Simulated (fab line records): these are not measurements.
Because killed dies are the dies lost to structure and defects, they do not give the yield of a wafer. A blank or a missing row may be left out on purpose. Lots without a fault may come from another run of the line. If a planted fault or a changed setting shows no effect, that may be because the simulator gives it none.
fab line records + flow n5-finfet
record:
- lots: 6
- wafers: 18
- last-day: 16
route steps=1938 shown BEOL_M6@1241 PASSIVATION@1936
lots that met no fault: taken from a fault-free run of the same line
start-h: hours from the record's first day to the start of the lot's first wafer shown + wait-h: hours elapsed since this lot's preceding step + " unchanged from the row above + L1.1+2: a row that stands for several wafers + - no value present, or no start provided + * or withheld: withheld + < > ~ a bound
route shown NAME@n: NAME is a module with steps in the file, n the number in the route of the first one + usual: average and standard deviation across the fault-free wafers + same: alike in all rows + chamber/n: place in a boat + sites: the reading at each site + _std_site: the values' standard deviation + _edge_site: inner sites' mean taken away from outer sites' mean + radius-mm: how far each site lies from the wafer's centre + mask NAME#n: copy n + behind: the last tool/chamber to shape the wafer + hold: what put the lot on hold/how long, in hours/how the hold closed + device: which transistor (n, p or np) failed to switch + end of line: tests of these same wafers at the route's end + where a step has no rows: the recipe by itself + killed: dies that structure and defects cost at the first sort, which is not the same as the wafer's yield + map: a wafer's dies, marking killed ones x, the rest . and places with no die _
set.NAME: the setting that was run; set.NAME@STEP: the one run at that earlier step + model.NAME: the simulator's own value behind a step, which no gauge read
lots seen at some steps along the route; tables by step, rows by wafer
services: when a tool's chamber went out of use (start-h, in hours from the record's first day, below 0 if earlier), for how many hours, and the reason
== steps ==
step: N5_BEOL_M6_STRIP_80
recipe:
- chemistry: N2/H2
- time-s: 10
- power-w: 450
- temp-c: 40
- pressure-mtorr: 20
- rf-frequency-hz: 6e+07
- bias-power-w: 7
- n2-flow-sccm: 200
- h2-flow-sccm: 200
usual:
- drypump-motor-current-A: 6.0/0.48
- oes-product-au: 0.80/0.088
- rf-vpp-V: 59.2/0.83
- showerhead-plenum-p-Torr: 2.55/0.08
- throttle-valve-pct: 23.5/0.32
| lot.wafer | tool        | chamber | start-h | wait-h | drypump-motor-current-A | oes-product-au | rf-hours-counter-h | rf-vpp-V | showerhead-plenum-p-Torr | throttle-valve-pct |
|-----------|-------------|---------|---------|--------|-------------------------|----------------|--------------------|----------|--------------------------|--------------------|
| L395.3    | rie-diel-05 | 0       | -       | -      | 5.6                     | 0.81           | 104                | 58.6     | 2.45                     | 23.1               |
| L395.4    | "           | 1       | "       | "      | 6.3                     | 0.94           | 14                 | 59.8     | 2.60                     | 23.2               |
| L395.6    | "           | 1       | "       | "      | 6.2                     | 0.94           | -                  | 59.1     | 2.60                     | 23.2               |
| L399.1    | rie-diel-04 | 1       | -       | -      | 5.7                     | 0.76           | 156                | 59.3     | 2.53                     | 24.0               |
| L399.4    | "           | 1       | "       | "      | 5.7                     | 0.76           | -                  | 58.8     | 2.53                     | 24.0               |
| L399.5    | "           | 3       | "       | "      | 5.6                     | 0.71           | -                  | 60.1     | 2.61                     | 23.3               |
| L406.2    | rie-diel-01 | 0       | -       | -      | 5.5                     | 0.83           | 90                 | 57.8     | 2.56                     | 24.0               |
| L406.4    | "           | 2       | "       | "      | 6.6                     | 0.68           | -                  | 59.3     | 2.50                     | 23.6               |
| L406.5    | "           | 2       | "       | "      | 6.6                     | 0.68           | -                  | 59.3     | 2.50                     | 23.6               |
| L407.1    | rie-diel-01 | 2       | -       | -      | 6.6                     | 0.67           | 235                | 58.3     | 2.50                     | 23.6               |
| L407.2    | "           | 0       | "       | "      | 5.5                     | 0.82           | 93                 | 58.3     | 2.56                     | 23.9               |
| L407.4    | "           | 1       | "       | "      | 6.6                     | 0.81           | -                  | 58.2     | 2.56                     | 24.3               |
| L409.2    | rie-diel-05 | 0       | -       | -      | 5.6                     | 0.79           | 127                | 57.3     | 2.44                     | 23.2               |
| L409.3    | "           | 1       | "       | "      | 6.2                     | 0.89           | 40                 | 60.2     | 2.59                     | 23.2               |
| L409.4    | "           | 2       | "       | "      | 6.6                     | 0.73           | 194                | 60.0     | 2.52                     | 23.5               |
| L411.3    | rie-diel-05 | 2       | -       | -      | 6.6                     | 0.73           | 200                | 58.7     | 2.52                     | 23.5               |
| L411.4    | "           | 3       | "       | "      | 5.6                     | 0.74           | 177                | 59.1     | 2.63                     | 23.5               |
| L411.5    | "           | 1       | "       | "      | 6.3                     | 0.88           | -                  | 59.2     | 2.58                     | 23.2               |
step: N5_BEOL_M6_OCD_MEAS_38
usual:
- trench-depth-nm: 93.7/1.1
| lot.wafer | tool   | chamber | start-h | wait-h | trench-depth-nm |
|-----------|--------|---------|---------|--------|-----------------|
| L395.3    | ocd-02 | -       | 221.84  | -      | 94.2            |
| L395.4    | "      | -       | "       | "      | 95.0            |
| L395.6    | "      | -       | "       | "      | 95.9            |
| L399.1    | ocd-02 | -       | 242.77  | -      | 94.2            |
| L399.4    | "      | -       | "       | "      | 94.8            |
| L399.5    | "      | -       | "       | "      | 92.9            |
| L406.2    | ocd-01 | -       | 286.84  | -      | 93.8            |
| L406.4    | "      | -       | "       | "      | 92.8            |
| L406.5    | "      | -       | "       | "      | 93.5            |
| L407.1    | ocd-01 | -       | 292.76  | -      | 93.4            |
| L407.2    | "      | -       | "       | "      | 94.8            |
| L407.4    | "      | -       | "       | "      | 94.3            |
| L409.2    | ocd-02 | -       | 296.66  | -      | 93.3            |
| L409.3    | "      | -       | "       | "      | 95.3            |
| L409.4    | "      | -       | "       | "      | 92.5            |
| L411.3    | ocd-01 | -       | 312.06  | -      | 92.3            |
| L411.4    | "      | -       | "       | "      | 93.5            |
| L411.5    | "      | -       | "       | "      | 94.0            |
step: N5_BEOL_M6_HM_STRIP_39
recipe:
- chemistry: peroxide-tin-strip
- material: TiN
- target-depth-a: 250
- temp-c: 50
- time-s: 158
step: N5_BEOL_M6_SRD_40
recipe:
- time-s: 30
- temp-c: 23
- rinse-liquid: diw
- dry: ipa-marangoni
step: N5_BEOL_M6_PRECLEAN_42
recipe:
- chemistry: residue-remover
- time-s: 60
- temp-c: 40
step: N5_BEOL_M6_SRD_43
recipe:
- time-s: 30
- temp-c: 23
- rinse-liquid: diw
- dry: ipa-marangoni
step: N5_BEOL_M6_CD_MEAS_35
recipe:
- target-cd-nm: 40
- target-cd-y-nm: 28
- polarity: opening
usual:
- cd-nm: 40.1/0.48
| lot.wafer | tool      | chamber | start-h | wait-h | cd-nm |
|-----------|-----------|---------|---------|--------|-------|
| L395.3    | cd-sem-01 | -       | 222.00  | 0.0    | 40.7  |
| L395.4    | "         | -       | "       | "      | 40.3  |
| L395.6    | "         | -       | "       | "      | 40.7  |
| L399.1    | cd-sem-02 | -       | 242.92  | 0.0    | 40.3  |
| L399.4    | "         | -       | "       | "      | 39.6  |
| L399.5    | "         | -       | "       | "      | 40.1  |
| L406.2    | cd-sem-03 | -       | 286.99  | 0.0    | 40.2  |
| L406.4    | "         | -       | "       | "      | 39.6  |
| L406.5    | "         | -       | "       | "      | 40.8  |
| L407.1    | cd-sem-03 | -       | 292.91  | 0.0    | 40.0  |
| L407.2    | "         | -       | "       | "      | 40.8  |
| L407.4    | "         | -       | "       | "      | 41.2  |
| L409.2    | cd-sem-03 | -       | 296.82  | 0.0    | 39.4  |
| L409.3    | "         | -       | "       | "      | 40.1  |
| L409.4    | "         | -       | "       | "      | 39.5  |
| L411.3    | cd-sem-01 | -       | 312.21  | 0.0    | 40.4  |
| L411.4    | "         | -       | "       | "      | 40.3  |
| L411.5    | "         | -       | "       | "      | 41.2  |
step: N5_BEOL_M6_CURE_75
recipe:
- temp-c: 370
- time-s: 120
- ambient: DMADMS/He
- material: SiCOH_lowk
usual:
- lamp-power-pct: 52.32/0.056
- wafer_temp_C_max: 371.9/0.67
| lot.wafer | tool       | chamber | start-h | wait-h | lamp-power-pct | wafer_temp_C_max |
|-----------|------------|---------|---------|--------|----------------|------------------|
| L395.3    | uv-cure-02 | 0       | 222.14  | 0.1    | 52.39          | 372.8            |
| L395.4    | "          | 0       | "       | "      | 52.35          | 372.2            |
| L395.6    | "          | 0       | "       | "      | 52.36          | 372.5            |
| L399.1    | uv-cure-01 | 1       | 242.97  | 0.0    | 52.27          | 372.1            |
| L399.4    | "          | 1       | "       | "      | 52.27          | 372.0            |
| L399.5    | "          | 1       | "       | "      | 52.35          | 371.7            |
| L406.2    | uv-cure-02 | 1       | 287.13  | 0.1    | 52.32          | 371.0            |
| L406.4    | "          | 1       | "       | "      | 52.30          | 370.7            |
| L406.5    | "          | 1       | "       | "      | 52.35          | 371.0            |
| L407.1    | uv-cure-03 | 0       | 292.95  | 0.0    | 52.34          | 371.8            |
| L407.2    | "          | 0       | "       | "      | 52.33          | 371.7            |
| L407.4    | "          | 0       | "       | "      | 52.23          | 372.2            |
| L409.2    | uv-cure-01 | 0       | 296.91  | 0.1    | 52.28          | 371.0            |
| L409.3    | "          | 0       | "       | "      | 52.26          | 370.7            |
| L409.4    | "          | 0       | "       | "      | 52.34          | 371.1            |
| L411.3    | uv-cure-03 | 1       | 312.35  | 0.1    | 52.34          | 372.6            |
| L411.4    | "          | 1       | "       | "      | 52.38          | 372.2            |
| L411.5    | "          | 1       | "       | "      | 52.40          | 372.1            |
step: N5_BEOL_M6_DEGAS_44
recipe:
- ambient: vacuum
- temp-c: 250
- time-s: 60
usual:
- heater-power-w: 327/37
| lot.wafer | tool           | chamber | start-h | wait-h | heater-power-w |
|-----------|----------------|---------|---------|--------|----------------|
| L395.3    | pvd-sputter-03 | -       | 222.54  | 0.4    | 342            |
| L395.4    | "              | -       | "       | "      | 333            |
| L395.6    | "              | -       | "       | "      | 293            |
| L399.1    | pvd-sputter-01 | -       | 244.76  | 1.7    | 327            |
| L399.4    | "              | -       | "       | "      | 352            |
| L399.5    | "              | -       | "       | "      | 395            |
| L406.2    | pvd-sputter-01 | -       | 287.84  | 0.6    | 322            |
| L406.4    | "              | -       | "       | "      | 393            |
| L406.5    | "              | -       | "       | "      | 316            |
| L407.1    | pvd-sputter-01 | -       | 293.57  | 0.6    | 306            |
| L407.2    | "              | -       | "       | "      | 368            |
| L407.4    | "              | -       | "       | "      | 403            |
| L409.2    | pvd-sputter-01 | -       | 297.27  | 0.3    | 320            |
| L409.3    | "              | -       | "       | "      | 396            |
| L409.4    | "              | -       | "       | "      | 367            |
| L411.3    | pvd-sputter-03 | -       | 312.63  | 0.2    | 287            |
| L411.4    | "              | -       | "       | "      | 340            |
| L411.5    | "              | -       | "       | "      | 338            |
step: N5_BEOL_M6_PRE_CLEAN_45
recipe:
- gas: H2/He
- time-s: 30
- temp-c: 250
usual:
- heater-power-w: 327/37
| lot.wafer | tool           | chamber | start-h | wait-h | heater-power-w |
|-----------|----------------|---------|---------|--------|----------------|
| L395.3    | pvd-sputter-03 | -       | 222.58  | 0.0    | 339            |
| L395.4    | "              | -       | "       | "      | 333            |
| L395.6    | "              | -       | "       | "      | 292            |
| L399.1    | pvd-sputter-01 | -       | 244.80  | 0.0    | 331            |
| L399.4    | "              | -       | "       | "      | 358            |
| L399.5    | "              | -       | "       | "      | 393            |
| L406.2    | pvd-sputter-01 | -       | 287.89  | 0.0    | 330            |
| L406.4    | "              | -       | "       | "      | 396            |
| L406.5    | "              | -       | "       | "      | 317            |
| L407.1    | pvd-sputter-01 | -       | 293.61  | 0.0    | 310            |
| L407.2    | "              | -       | "       | "      | 354            |
| L407.4    | "              | -       | "       | "      | 393            |
| L409.2    | pvd-sputter-01 | -       | 297.31  | 0.0    | 320            |
| L409.3    | "              | -       | "       | "      | 401            |
| L409.4    | "              | -       | "       | "      | 361            |
| L411.3    | pvd-sputter-03 | -       | 312.67  | 0.0    | 291            |
| L411.4    | "              | -       | "       | "      | 348            |
| L411.5    | "              | -       | "       | "      | 339            |
step: N5_BEOL_M6_ALD_77
recipe:
- material: TaN
- target-thk-a: 20
- temp-c: 275
- ald-precursor-family: PDMAT
- ald-co-reactant: NH3
- pressure-torr: 3
- carrier-flow-sccm: 1500
- pulse-time-s: 2
- purge-time-s: 3
- co-reactant-purge-time-s: 2
- co-reactant-pulse-time-s: 3
- ald-cycles: 40
- precursor-vessel-temp-c: 75
- precursor-vessel-pressure-torr: 26.25
- precursor-vessel-carrier-sccm: 1000
step: N5_BEOL_M6_SURFACE_TREAT_79
recipe:
- gas: Ar
- time-s: *
- ion-energy-ev: *
- ion-current-ma-cm2: 0.5
- pressure-mtorr: *
- ar-flow-sccm: 30
step: N5_BEOL_M6_CVD_78
recipe:
- material: Co
- target-thk-a: 20
- temp-c: withheld
- precursor: CCTBA/H2
- pressure-torr: 30
- time-s: 142.3
usual:
- run-length-s: 165.2/0.45
| lot.wafer | tool      | chamber | start-h | wait-h | run-length-s |
|-----------|-----------|---------|---------|--------|--------------|
| L395.3    | cvd-co-01 | 2       | 223.08  | 0.0    | 165.1        |
| L395.4    | "         | 0       | "       | "      | 165.8        |
| L395.6    | "         | 1       | "       | "      | 164.4        |
| L399.1    | cvd-co-02 | 2       | 245.24  | 0.0    | 164.8        |
| L399.4    | "         | 2       | "       | "      | 165.0        |
| L399.5    | "         | 0       | "       | "      | 165.9        |
| L406.2    | cvd-co-01 | 1       | 288.50  | 0.1    | 164.2        |
| L406.4    | "         | 2       | "       | "      | 218.4        |
| L406.5    | "         | 1       | "       | "      | 218.0        |
| L407.1    | cvd-co-01 | 0       | 294.05  | 0.0    | 165.1        |
| L407.2    | "         | 1       | "       | "      | 164.5        |
| L407.4    | "         | 2       | "       | "      | 218.8        |
| L409.2    | cvd-co-02 | 2       | 297.87  | 0.2    | 164.8        |
| L409.3    | "         | 1       | "       | "      | 165.1        |
| L409.4    | "         | 2       | "       | "      | 165.0        |
| L411.3    | cvd-co-02 | 2       | 313.24  | 0.1    | 165.2        |
| L411.4    | "         | 0       | "       | "      | 165.7        |
| L411.5    | "         | 2       | "       | "      | 164.7        |
step: N5_BEOL_M6_SPUTTER_48
recipe:
- material: Cu
- target-thk-a: 100
- temp-c: -20
- bias-v: 60
- power-w: 26000
- chamber-pressure-pa: 0.13
- time-s: 1.667
usual:
- cathode-dc-power-W: 26000/4.6
- substrate-temp-c: -20.00/0.1
- throttle-valve-pct: 29.6/1.4
| lot.wafer | tool           | chamber | start-h | wait-h | cathode-dc-power-W | substrate-temp-c | throttle-valve-pct |
|-----------|----------------|---------|---------|--------|--------------------|------------------|--------------------|
| L395.3    | pvd-sputter-01 | -       | 223.21  | 0.1    | 26000              | -20.07           | 27.6               |
| L395.4    | "              | -       | "       | "      | 25997              | -20.01           | 26.2               |
| L395.6    | "              | -       | "       | "      | 26006              | -20.02           | 26.6               |
| L399.1    | pvd-sputter-02 | -       | 245.42  | 0.1    | 26003              | -20.08           | 29.6               |
| L399.4    | "              | -       | "       | "      | 26000              | -19.87           | 30.7               |
| L399.5    | "              | -       | "       | "      | 26003              | -19.93           | 29.4               |
| L406.2    | pvd-sputter-01 | -       | 288.63  | 0.1    | 26003              | -19.93           | 27.6               |
| L406.4    | "              | -       | "       | "      | 25995              | -20.00           | 29.8               |
| L406.5    | "              | -       | "       | "      | 26011              | -20.05           | 30.3               |
| L407.1    | pvd-sputter-03 | -       | 294.16  | 0.1    | 25999              | -19.93           | 31.2               |
| L407.2    | "              | -       | "       | "      | 26006              | -20.10           | 28.9               |
| L407.4    | "              | -       | "       | "      | 25988              | -20.10           | 30.9               |
| L409.2    | pvd-sputter-03 | -       | 298.13  | 0.2    | 26002              | -20.09           | 31.2               |
| L409.3    | "              | -       | "       | "      | 26005              | -19.93           | 31.2               |
| L409.4    | "              | -       | "       | "      | 26005              | -20.07           | 29.4               |
| L411.3    | pvd-sputter-01 | -       | 313.38  | 0.1    | 25991              | -20.11           | 30.3               |
| L411.4    | "              | -       | "       | "      | 26000              | -19.83           | 26.7               |
| L411.5    | "              | -       | "       | "      | 25999              | -19.96           | 30.6               |
step: N5_PASSIVATION_PROBE_49
usual:
- defect-limited-yield: 91.3/1.5
- killed_at_M0_to_M3: 35/10
- killed_at_M4_up: 13/5.3
- killed-at-contacts: 12/5.7
- killed-at-front-end: 39/11
- killed-at-other: 3.3/2.7
- killed-dies: 102/18
- killed-open: 67/13
- killed-short: 34/7.8
- sort_bin_5_function: 5.1/1
- sort_bin_6_memory: 3.3/0.68
- sort-n-pass: 1078/18
- sort-yield-pct: 91.3/1.5
same:
- gross-dies: 1180
- killed-at-back-side: 0
- sort_bin_4_leakage[%]: 0
- sort_bin_8_speed[%]: 0
| lot.wafer | tool      | chamber | start-h | wait-h | defect-limited-yield[%] | killed_at_M0_to_M3 | killed_at_M4_up | killed-at-contacts | killed-at-front-end | killed-at-other | killed-dies | killed-open | killed-short | sort_bin_5_function[%] | sort_bin_6_memory[%] | sort-n-pass | sort-yield-pct[%] |
|-----------|-----------|---------|---------|--------|-------------------------|--------------------|-----------------|--------------------|---------------------|-----------------|-------------|-------------|--------------|------------------------|----------------------|-------------|-------------------|
| L395.3    | prober-02 | -       | 308.16  | 0.1    | 92.7                    | 45                 | 3               | 8                  | 24                  | 6               | 86          | 53          | 30           | 4.0                    | 3.1                  | 1094        | 92.7              |
| L395.4    | prober-02 | -       | 308.21  | 0.2    | 92.6                    | 38                 | 9               | 6                  | 32                  | 2               | 87          | 47          | 35           | 4.6                    | 2.4                  | 1093        | 92.6              |
| L395.6    | prober-02 | -       | 308.31  | 0.3    | 92.3                    | 41                 | 14              | 4                  | 28                  | 4               | 91          | 54          | 37           | 4.8                    | 2.6                  | 1089        | 92.3              |
| L399.1    | prober-02 | -       | 334.00  | 0.0    | 90.5                    | 54                 | 11              | 9                  | 30                  | 8               | 112         | 75          | 35           | 5.9                    | 3.3                  | 1068        | 90.5              |
| L399.4    | prober-02 | -       | 334.15  | 0.2    | 92.0                    | 32                 | 13              | 18                 | 31                  | 0               | 94          | 70          | 23           | 5.1                    | 2.7                  | 1086        | 92.0              |
| L399.5    | prober-02 | -       | 334.20  | 0.2    | 90.8                    | 42                 | 17              | 11                 | 34                  | 4               | 108         | 72          | 36           | 4.6                    | 4.4                  | 1072        | 90.8              |
| L407.1    | prober-01 | -       | 372.84  | 0.0    | 92.5                    | 28                 | 10              | 18                 | 28                  | 4               | 88          | 57          | 30           | 4.0                    | 3.1                  | 1092        | 92.5              |
| L407.2    | prober-01 | -       | 372.89  | 0.1    | 91.3                    | 44                 | 12              | 12                 | 32                  | 3               | 103         | 68          | 34           | 4.7                    | 3.8                  | 1077        | 91.3              |
| L407.4    | prober-01 | -       | 372.99  | 0.2    | 93.0                    | 28                 | 9               | 14                 | 27                  | 5               | 83          | 60          | 23           | 4.2                    | 2.8                  | 1097        | 93.0              |
| L409.2    | prober-01 | -       | 375.57  | 0.1    | 90.4                    | 32                 | 19              | 10                 | 51                  | 1               | 113         | 65          | 40           | 5.9                    | 2.7                  | 1067        | 90.4              |
| L409.3    | prober-01 | -       | 375.62  | 0.1    | 90.0                    | 50                 | 16              | 10                 | 40                  | 2               | 118         | 73          | 45           | 6.7                    | 3.1                  | 1062        | 90.0              |
| L409.4    | prober-01 | -       | 375.67  | 0.2    | 89.0                    | 43                 | 14              | 18                 | 47                  | 8               | 130         | 85          | 45           | 6.5                    | 4.3                  | 1050        | 89.0              |
| L411.3    | prober-01 | -       | 391.39  | 0.1    | 92.2                    | 29                 | 18              | 9                  | 36                  | 0               | 92          | 63          | 28           | 4.9                    | 2.7                  | 1088        | 92.2              |
| L411.4    | prober-01 | -       | 391.44  | 0.2    | 91.7                    | 37                 | 15              | 12                 | 34                  | 0               | 98          | 76          | 22           | 4.7                    | 3.4                  | 1082        | 91.7              |
| L411.5    | prober-01 | -       | 391.49  | 0.2    | 91.1                    | 41                 | 10              | 10                 | 44                  | 0               | 105         | 64          | 40           | 5.2                    | 3.3                  | 1075        | 91.1              |
killed by level:class
L395.3 BEOL_M0_SAQP:geometric-particle:short=10 BEOL_M0_SAQP:geometric-particle:open=10 BEOL_M1:geometric-particle:open=8 FIN_SAQP:geometric-particle:open=7 BEOL_M2:geometric-particle:open=7 MOL_CONTACT_COAG:geometric-particle:open=6 BEOL_M3:geometric-particle:open=5 GATE_CUT:geometric-particle:short=4
L395.4 GATE_CUT:geometric-particle:short=8 BEOL_M0_SAQP:geometric-particle:open=8 BEOL_M2:geometric-particle:open=8 BEOL_M0_SAQP:geometric-particle:short=6 BEOL_M3:geometric-particle:open=5 FIN_SAQP:geometric-particle:open=4 GATE_CUT:geometric-particle:open=4 MOL_CONTACT_COAG:geometric-particle:open=4
L395.6 BEOL_M2:geometric-particle:open=14 BEOL_M4:geometric-particle:open=8 BEOL_M0_SAQP:geometric-particle:short=8 FIN_SAQP:geometric-particle:short=6 GATE_CUT:geometric-particle:short=6 BEOL_M0_SAQP:geometric-particle:open=5 BEOL_M3:geometric-particle:short=5 STI_FIN_REVEAL:geometric-particle:open=4
L399.1 BEOL_M0_SAQP:geometric-particle:open=14 BEOL_M0_SAQP:geometric-particle:short=13 STI_FIN_REVEAL:geometric-particle:open=10 MOL_CONTACT_COAG:geometric-particle:open=8 BEOL_M0:geometric-particle:open=7 FIN_SAQP:geometric-particle:open=6 BEOL_M2:geometric-particle:open=5 BEOL_M3:geometric-particle:open=5
L399.4 MOL_CONTACT_COAG:geometric-particle:open=14 STI_FIN_REVEAL:geometric-particle:open=11 BEOL_M4:geometric-particle:open=8 BEOL_M0_SAQP:geometric-particle:short=8 BEOL_M2:geometric-particle:open=7 DUMMY_GATE:geometric-particle:open=5 BEOL_M3:geometric-particle:open=5 MOL_CONTACT_COAG:geometric-particle:short=4
L399.5 BEOL_M0_SAQP:geometric-particle:open=14 MOL_CONTACT_COAG:geometric-particle:open=9 BEOL_M0_SAQP:geometric-particle:short=8 BEOL_M0:geometric-particle:open=8 STARTING-WAFER:geometric-particle:open=7 FIN_SAQP:geometric-particle:short=6 STI_FIN_REVEAL:geometric-particle:open=6 GATE_CUT:geometric-particle:short=4
L407.1 MOL_CONTACT_COAG:geometric-particle:open=14 BEOL_M0_SAQP:geometric-particle:short=11 BEOL_M0_SAQP:geometric-particle:open=6 BEOL_M6:geometric-particle:open=6 STI_FIN_REVEAL:geometric-particle:open=5 GATE_CUT:geometric-particle:open=4 MOL_CONTACT_COAG:geometric-particle:short=4 BEOL_M2:geometric-particle:open=4
L407.2 BEOL_M0_SAQP:geometric-particle:open=19 BEOL_M0_SAQP:geometric-particle:short=13 MOL_CONTACT_COAG:geometric-particle:open=10 FIN_SAQP:geometric-particle:open=7 STI_FIN_REVEAL:geometric-particle:open=6 FIN_SAQP:geometric-particle:short=5 BEOL_M5:geometric-particle:open=5 BEOL_M3:geometric-particle:open=3
L407.4 MOL_CONTACT_COAG:geometric-particle:open=11 BEOL_M0_SAQP:geometric-particle:open=8 BEOL_M0_SAQP:geometric-particle:short=8 STI_FIN_REVEAL:geometric-particle:open=7 BEOL_M3:geometric-particle:open=5 FIN_SAQP:geometric-particle:open=4 BEOL_M2:geometric-particle:open=4 BEOL_M5:geometric-particle:open=4
L409.2 BEOL_M5:geometric-particle:open=7 MOL_CONTACT_COAG:geometric-particle:open=7 BEOL_M0_SAQP:geometric-particle:open=7 BEOL_M2:geometric-particle:open=7 HKMG_FIN:area-etch=7 FIN_SAQP:geometric-particle:short=6 BEOL_M1:geometric-particle:open=6 BEOL_M1:geometric-particle:short=5
L409.3 BEOL_M3:geometric-particle:open=14 FIN_SAQP:geometric-particle:short=11 BEOL_M1:geometric-particle:open=10 BEOL_M2:geometric-particle:open=9 MOL_CONTACT_COAG:geometric-particle:open=7 BEOL_M0_SAQP:geometric-particle:open=5 SPACER0:geometric-particle:short=4 GATE_CUT:geometric-particle:short=4
L409.4 BEOL_M1:geometric-particle:open=16 MOL_CONTACT_COAG:geometric-particle:open=15 FIN_SAQP:geometric-particle:short=13 BEOL_M3:geometric-particle:open=8 BEOL_M2:geometric-particle:open=7 BEOL_M4:geometric-particle:open=7 GATE_CUT:geometric-particle:short=5 PASS1_CAP:geometric-particle:open=4
L411.3 BEOL_M3:geometric-particle:open=12 STI_FIN_REVEAL:geometric-particle:open=8 FIN_SAQP:geometric-particle:short=6 MOL_CONTACT_COAG:geometric-particle:open=6 FIN_SAQP:geometric-particle:open=5 BEOL_M4:geometric-particle:open=5 BEOL_M5:geometric-particle:open=5 DUMMY_GATE:geometric-particle:open=4
L411.4 BEOL_M3:geometric-particle:open=14 BEOL_M1:geometric-particle:open=10 MOL_CONTACT_COAG:geometric-particle:open=10 DUMMY_GATE:geometric-particle:open=7 BEOL_M5:geometric-particle:open=6 STI_FIN_REVEAL:geometric-particle:open=5 BEOL_M0_SAQP:geometric-particle:open=4 BEOL_M3:geometric-particle:short=4
L411.5 FIN_SAQP:geometric-particle:short=13 BEOL_M3:geometric-particle:open=13 FIN_SAQP:geometric-particle:open=7 MOL_CONTACT_COAG:geometric-particle:open=7 BEOL_M0_SAQP:geometric-particle:open=6 BEOL_M1:geometric-particle:open=5 STI_FIN_REVEAL:geometric-particle:open=4 DUMMY_GATE:geometric-particle:open=4
== services ==
| tool        | chamber | start-h | hours | kind                          |
|-------------|---------|---------|-------|-------------------------------|
| rie-diel-04 | 2       | 210.03  | 5.3   | repair                        |
| rie-diel-04 | 1       | 217.31  | 5.0   | repair                        |
| rie-diel-01 | 3       | 221.31  | 4.5   | repair                        |
| rie-diel-04 | 0       | 226.04  | -     | clean                         |
| uv-cure-03  | -       | 227.81  | 2.1   | pm                            |
| cvd-co-01   | -       | 234.99  | 6.0   | pm                            |
| rie-diel-01 | 2       | 240.16  | 6.1   | repair                        |
| cvd-co-02   | 2       | 248.60  | 21.1  | repair                        |
| cvd-co-01   | -       | 249.98  | 0.8   | repair                        |
| uv-cure-03  | -       | 251.03  | 7.5   | pm                            |
| rie-diel-04 | 1       | 265.61  | 2.8   | repair                        |
| uv-cure-02  | -       | 266.72  | 0.4   | repair                        |
| rie-diel-04 | 1       | 270.86  | 4.3   | repair                        |
| cvd-co-02   | -       | 271.48  | 0.3   | repair                        |
| uv-cure-01  | -       | 272.53  | 0.3   | repair                        |
| rie-diel-01 | 3       | 279.36  | -     | clean                         |
| rie-diel-01 | 3       | 279.36  | -     | consumable-replace:focus-ring |
| rie-diel-01 | 3       | 279.36  | -     | consumable-replace:showerhead |
| rie-diel-04 | 3       | 283.85  | 4.2   | repair                        |
| rie-diel-01 | 1       | 284.52  | 2.1   | repair                        |
| cvd-co-01   | -       | 285.36  | 0.6   | repair                        |
| rie-diel-04 | 2       | 298.45  | 3.9   | repair                        |
| rie-diel-01 | 3       | 303.05  | 3.8   | repair                        |
| cvd-co-02   | 1       | 303.50  | 13.0  | repair                        |
== key ==
first-sign:
- step: N5_BEOL_M6_CVD_78
- reading: run-length-s
- direction: up
- sigmas: 99+
- usual: *
- struck: *
effect none on later readings
met-at N5_BEOL_M6_CVD_78
struck-wafers L406.4,L406.5,L407.4
onset-between 223.08 288.50
fault:
- kind: process-parameter-drift
- tool: cvd-co-01
- chamber: -
- onset-h: 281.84
- steps: N5_BEOL_M6_CVD_78
- channel: time-s
- offset: *
- shape: step
- end-h: 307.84
- scope: struck-wafers-only
- acts-in: *
- stated: *
